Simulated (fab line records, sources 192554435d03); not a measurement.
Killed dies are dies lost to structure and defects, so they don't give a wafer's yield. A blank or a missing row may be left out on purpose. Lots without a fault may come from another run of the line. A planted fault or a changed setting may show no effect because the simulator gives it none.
Which tool did it? | flow n5_finfet | 11 lots, 31 wafers sampled, at 5 steps of a route of 1938

WHAT THE GAUGES READ, wafer by wafer
N5_BEOL_M4_RC_MEAS_101. Usual: DIBL_N 36.6 mV/V, standard deviation 1.9; DIBL_P 36.7 mV/V, standard deviation 2.2; IOFF_N 0.16 nA/um, standard deviation 0.035; IOFF_P 0.22 nA/um, standard deviation 0.038; ION_N 672 uA/um, standard deviation 14; ION_P 462 uA/um, standard deviation 8.3; SS_N 71.6 mV/dec, standard deviation 0.65; SS_P 73.5 mV/dec, standard deviation 0.72; VT_N 250 mV, standard deviation 3.5; VT_P -250 mV, standard deviation 3.1.
lot  | measured     | on        | DIBL_N (mV/V)  | DIBL_P (mV/V)  | IOFF_N (nA/um) | IOFF_P (nA/um) | ION_N (uA/um) | ION_P (uA/um) | SS_N (mV/dec)  | SS_P (mV/dec)  | VT_N (mV)   | VT_P (mV)      | flag
L377 | day 9 10:38  | prober-02 | 37.8 42.0 34.8 | 36.2 40.1 33.9 | 0.15 0.27 0.13 | 0.21 0.27 0.18 | 666 682 680   | 459 458 468   | 71.6 73.9 71.1 | 72.7 74.7 72.6 | 250 245 252 | -249 -249 -251 |
L378 | day 10 02:23 | prober-02 | 37.3 33.2 34.2 | 37.3 32.7 34.5 | 0.16 0.11 0.13 | 0.25 0.18 0.20 | 690 685 676   | 480 474 477   | 71.2 70.0 70.5 | 73.6 72.5 72.5 | 248 253 251 | -247 -250 -249 |
L382 | day 10 10:46 | prober-02 | 37.2 36.9      | 37.1 37.2      | 0.17 0.16      | 0.22 0.23      | 664 670       | 455 462       | 72.0 72.5      | 74.0 74.4      | 251 252     | -249 -249      |
L383 | day 10 21:28 | prober-01 | 37.0 38.1      | 38.1 38.4      | 0.17 0.18      | 0.21 0.22      | 661 685       | 455 465       | 71.1 72.2      | 74.0 74.1      | 250 250     | -252 -254      |
L388 | day 11 17:41 | prober-01 | 39.4 37.4 37.5 | 38.3 34.6 36.3 | 0.19 0.15 0.16 | 0.29 0.22 0.26 | 660 660 674   | 458 462 468   | 72.1 71.8 72.5 | 74.2 73.2 73.5 | 249 252 251 | -245 -248 -248 |
L389 | day 12 08:23 | prober-01 | 35.5 33.3 35.3 | 35.2 32.9 34.6 | 0.13 0.11 0.14 | 0.18 0.16 0.18 | 650 656 665   | 451 459 452   | 71.8 70.9 71.5 | 73.1 72.7 73.1 | 252 254 253 | -251 -254 -251 |
L392 | day 13 03:19 | prober-01 | 38.8 35.6 38.5 | 40.6 36.4 40.4 | 0.21 0.15 0.21 | 0.29 0.21 0.30 | 670 656 670   | 462 456 467   | 72.3 71.5 72.9 | 74.8 72.8 74.9 | 247 253 245 | -244 -249 -247 |
L395 | day 13 09:16 | prober-02 | 40.8 35.1 36.6 | 42.0 35.6 36.8 | 0.26 0.14 0.16 | 0.32 0.21 0.21 | 692 663 676   | 467 457 462   | 72.9 71.1 71.7 | 74.4 73.1 73.4 | 245 251 250 | -245 -249 -251 |
L394 | day 13 13:35 | prober-02 | 38.5 39.1 37.1 | 37.6 38.6 36.5 | 0.19 0.21 0.17 | 0.21 0.23 0.20 | 674 693 686   | 453 471 466   | 72.4 72.5 71.5 | 74.1 74.6 73.9 | 246 247 246 | -251 -252 -253 |
L398 | day 14 07:49 | prober-02 | 38.0 39.0 37.8 | 37.2 39.1 36.6 | 0.19 0.23 0.18 | 0.26 0.31 0.25 | 699 682 674   | 472 467 463   | 71.8 71.8 72.4 | 73.5 74.1 73.6 | 249 245 248 | -244 -244 -245 |
L399 | day 14 16:10 | prober-01 | 37.0 36.8 38.7 | 38.4 38.0 39.6 | 0.17 0.17 0.20 | 0.22 0.24 0.26 | 674 676 694   | 467 459 470   | 71.4 72.2 72.2 | 73.3 74.1 73.6 | 251 248 249 | -250 -248 -248 |

WHICH TOOL RAN EACH LOT (tool, then ch and the chambers of the sampled wafers, then the start)
lot  | N5_BEOL_M1_SPUTTER_88        | N5_BEOL_M1_ANNEAL_93         | N5_BEOL_M1_CO_CAP_55             | N5_BEOL_M2_COAT_61
L377 | pvd_sputter-01, day 7 09:55  | pvd_sputter-01, day 7 10:26  | cvd_co-01 ch 0,1, day 7 11:40    | litho_track-05 ch 0, day 7 12:31
L378 | pvd_sputter-02, day 8 05:53  | pvd_sputter-02, day 8 06:25  | cvd_co-02 ch 0,2, day 8 07:49    | litho_track-05 ch 0, day 8 08:22
L382 | pvd_sputter-03, day 8 10:03  | pvd_sputter-03, day 8 10:34  | cvd_co-01 ch 0, day 8 11:47      | litho_track-05 ch 0, day 8 12:56
L383 | pvd_sputter-03, day 8 11:56  | pvd_sputter-03, day 8 12:29  | cvd_co-01 ch 0,2, day 8 13:40    | litho_track-05 ch 0, day 8 14:10
L388 | pvd_sputter-03, day 9 11:53  | pvd_sputter-03, day 9 12:25  | cvd_co-02 ch 0,1, day 9 13:38    | litho_track-01 ch 0, day 9 14:44
L389 | pvd_sputter-02, day 9 23:05  | pvd_sputter-02, day 9 23:36  | cvd_co-01 ch 0,1,2, day 10 01:08 | litho_track-01 ch 0, day 10 02:42
L392 | pvd_sputter-03, day 10 13:56 | pvd_sputter-03, day 10 14:28 | cvd_co-01 ch 0,1,2, day 10 15:41 | litho_track-02 ch 0, day 10 16:45
L395 | pvd_sputter-01, day 11 02:26 | pvd_sputter-01, day 11 02:57 | cvd_co-01 ch 1,2, day 11 04:10   | litho_track-02 ch 0, day 11 06:52
L394 | pvd_sputter-01, day 11 05:14 | pvd_sputter-01, day 11 05:45 | cvd_co-01 ch 0,1, day 11 07:02   | litho_track-02 ch 0, day 11 08:38
L398 | pvd_sputter-01, day 11 19:18 | pvd_sputter-01, day 11 19:49 | cvd_co-02 ch 0,2, day 11 21:03   | litho_track-02 ch 0, day 11 21:40
L399 | pvd_sputter-02, day 12 03:53 | pvd_sputter-02, day 12 04:24 | cvd_co-01 ch 0,2, day 12 05:49   | litho_track-05 ch 0, day 12 06:32
- N5_BEOL_M1_SPUTTER_88: material Cu, target thk 4.5 nm, time 8.29 s.
- N5_BEOL_M1_ANNEAL_93: time 240 s.
- N5_BEOL_M1_CO_CAP_55: material Co, precursor CCTBA/H2, target thk 2 nm, time 102.1 s.
- N5_BEOL_M2_COAT_61: time 60 s, resist thk 60 nm.

WHAT THE TOOLS THEMSELVES READ (means of the sampled wafers that have a number; where no wafer has one, the mark that the record gives instead)
N5_BEOL_M1_SPUTTER_88. Usual: throttle_valve_pct 30.2 %, standard deviation 0.95.
lot  | tool           | throttle_valve_pct (%) | flag
L377 | pvd_sputter-01 | 29.7                   |
L378 | pvd_sputter-02 | 30.6                   |
L382 | pvd_sputter-03 | 30.7                   |
L383 | pvd_sputter-03 | 30.0                   |
L388 | pvd_sputter-03 | 31.0                   |
L389 | pvd_sputter-02 | 31.1                   |
L392 | pvd_sputter-03 | 31.4                   |
L395 | pvd_sputter-01 | 29.7                   |
L394 | pvd_sputter-01 | 29.6                   |
L398 | pvd_sputter-01 | 29.6                   |
L399 | pvd_sputter-02 | 30.1                   |

N5_BEOL_M1_ANNEAL_93. Usual: heater_power_w 847 W, standard deviation 84.
lot  | tool           | heater_power_w (W) | flag
L377 | pvd_sputter-01 | 819                |
L378 | pvd_sputter-02 | 911                |
L382 | pvd_sputter-03 | 858                |
L383 | pvd_sputter-03 | 926                |
L388 | pvd_sputter-03 | 817                |
L389 | pvd_sputter-02 | 892                |
L392 | pvd_sputter-03 | 741                |
L395 | pvd_sputter-01 | 800                |
L394 | pvd_sputter-01 | 859                |
L398 | pvd_sputter-01 | 814                |
L399 | pvd_sputter-02 | 931                |

N5_BEOL_M1_CO_CAP_55. Usual: heater_power_w 245 W, standard deviation 23.
lot  | tool      | heater_power_w (W) | flag
L377 | cvd_co-01 | 263                |
L378 | cvd_co-02 | 232                |
L382 | cvd_co-01 | 227                |
L383 | cvd_co-01 | 246                |
L388 | cvd_co-02 | 220                |
L389 | cvd_co-01 | 257                |
L392 | cvd_co-01 | 262                |
L395 | cvd_co-01 | 274                |
L394 | cvd_co-01 | 254                |
L398 | cvd_co-02 | 232                |
L399 | cvd_co-01 | 249                |

N5_BEOL_M2_COAT_61. Usual: heater_power_total_W 500.5 W, standard deviation 1.8; run_length_s 66.36 s, standard deviation 0.24.
lot  | tool           | heater_power_total_W (W) | run_length_s (s) | flag
L377 | litho_track-05 | 501.1                    | 66.18            |
L378 | litho_track-05 | 538.5                    | 60.46            | OFF
L382 | litho_track-05 | 558.8                    | 57.36            | OFF
L383 | litho_track-05 | 615.7                    | 48.73            | OFF
L388 | litho_track-01 | 500.2                    | 66.20            |
L389 | litho_track-01 | 499.0                    | 66.14            |
L392 | litho_track-02 | 501.2                    | 66.72            |
L395 | litho_track-02 | 501.8                    | 66.60            |
L394 | litho_track-02 | 500.8                    | 66.67            |
L398 | litho_track-02 | 501.4                    | 66.68            |
L399 | litho_track-05 | 499.7                    | 66.20            |

THE ANSWER, worked out from the rows above alone
Rule: a lot is off if the mean of its wafers that have a number lies more than 3 standard deviations from the usual mean. A lot without any number at a reading at which 4 lots or more have one is off too. The other lots that the step has rows for count as sound. The gauges are gone through in route order, then the tools' own readings, and for those a lot's mean is taken as printed above. The first step at which some lot is off is used, and at that step the reading that is off furthest; a lot without a number counts as furthest.
Off: L378, L382, L383, at N5_BEOL_M2_COAT_61 (run_length_s).
A tool fits if, at that step or a process step before it, it ran every lot that is off, and no sound lot after the first of them. None of those tried fits.

WHAT THE SIMULATOR HAD PUT IN
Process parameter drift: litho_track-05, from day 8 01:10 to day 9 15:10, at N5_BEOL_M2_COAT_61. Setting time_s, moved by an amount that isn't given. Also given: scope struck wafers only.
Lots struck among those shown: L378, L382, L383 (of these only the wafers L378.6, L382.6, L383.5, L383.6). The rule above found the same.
